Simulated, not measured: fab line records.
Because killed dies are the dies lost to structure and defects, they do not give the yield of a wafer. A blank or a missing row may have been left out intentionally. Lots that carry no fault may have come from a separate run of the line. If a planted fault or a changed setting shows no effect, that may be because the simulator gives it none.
Lot-split experiment | flow n5-finfet | route with 1938 steps; 7 lots, 21 wafers read

## ABOUT THE SPLIT
At N5_BEOL_M2_ETCH_70 (etches SOC in N2/H2, target depth 80 nm, overetch 24 nm, time 130 s), the setting bias-w was moved away from the recipe's 150 W on 7 of the 21 wafers read, by -13.5% to +8.8%. The other wafers ran this setting at the recipe's value.

Reading taken at the split's own step.

## THE READING
rf-vpp-V, in V, at N5_BEOL_M2_ETCH_70 (etches SOC in N2/H2, target depth 80 nm, overetch 24 nm, time 130 s). Typical for fault-free wafers on this fab line: 525.2 V, with standard deviation 2.1 V.

wafer  | tool, chamber at the split | bias-w as run, W | against the recipe | rf-vpp-V, V | against lot-mates on the recipe
L074.1 | rie-diel-01, 2             | 150              | recipe             | 522.7       | -
L074.2 | rie-diel-01, 1             | 150              | recipe             | 522.8       | -
L074.3 | rie-diel-01, 3             | 150              | recipe             | 523.2       | -
L079.2 | rie-diel-05, 1             | 150              | recipe             | 529.7       | -
L079.4 | rie-diel-05, 0             | 150              | recipe             | 528.4       | -
L079.6 | rie-diel-05, 0             | 150              | recipe             | 527.0       | -
L083.2 | rie-diel-05, 2             | 137.4            | -8.4%              | 496.9       | -30.2
L083.3 | rie-diel-05, 1             | 150              | recipe             | 528.4       | -
L083.4 | rie-diel-05, 0             | 150              | recipe             | 525.8       | -
L087.4 | rie-diel-04, 2             | 150              | recipe             | 523.9       | -
L087.5 | rie-diel-04, 3             | 161.3            | +7.5%              | 551.0       | +27.1
L087.6 | rie-diel-04, 0             | 161.3            | +7.5%              | 547.2       | +23.3
L092.1 | rie-diel-05, 3             | 132.9            | -11.4%             | 488.8       | -36.2
L092.3 | rie-diel-05, 1             | 150              | recipe             | 526.3       | -
L092.4 | rie-diel-05, 2             | 150              | recipe             | 523.8       | -
L094.3 | rie-diel-05, 0             | 163.2            | +8.8%              | 555.6       | +28.6
L094.5 | rie-diel-05, 0             | 150              | recipe             | 526.1       | -
L094.6 | rie-diel-05, 3             | 150              | recipe             | 527.9       | -
L095.1 | rie-diel-04, 0             | 129.7            | -13.5%             | 476.5       | -49.0
L095.3 | rie-diel-04, 3             | 129.7            | -13.5%             | 478.6       | -46.9
L095.4 | rie-diel-04, 1             | 150              | recipe             | 525.5       | -

FIT RESULTS
A straight line over all 21 wafers: rf-vpp-V changes by +3.4 V for each +1% of bias-w; r = +0.99; the points scatter about the line by 2.3 V.
The same after taking each lot's own level away (the mean of its wafers on the recipe; 21 wafers): +3.42 V for each +1%; r = +1.00; scatter 1.4 V.
Per that fit: largest bias-w move, reading shift of 46 V.
From 522.90 to 528.37 V: that is the span of the lots' own levels, equal to 2.6 times the standard deviation above.
So the lot-to-lot level changes the slope little: the two slopes agree.
Check: for one of the wafers moved furthest among these (-13.5%), held out of the fit, the line's prediction against its lot-mates is -45.6 V. Against them it came out at -49 V.
Tool readings at the split's step, against how far the setting was moved: rf-vpp-V r = +0.99.

## OTHER SPLITS ON THESE WAFERS
These wafers also went through other splits before the reading. Each is held against what the fit with the lots' levels taken away leaves over:
other split on the same wafers   | wafers away from the commonest value | r with rf-vpp-V (lot level and that fit taken away)
N5_BEOL_M0_SAQP_COAT_34 spin-rpm | 7                                    | +0.46
N5_BEOL_M0_CUTY_COAT_51 spin-rpm | 10                                   | +0.33
N5_BEOL_M0_CUTY_DESCUM_61 time-s | 3                                    | +0.36
N5_BEOL_M1_ETCH_64 time-s        | 10                                   | +0.09
N5_BEOL_M2_ETCH_74 source-w      | 7                                    | +0.41

## THE FILE'S OWN FIT
rf-vpp-V changes by +3.39 V for each +1% of bias-w, r = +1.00.
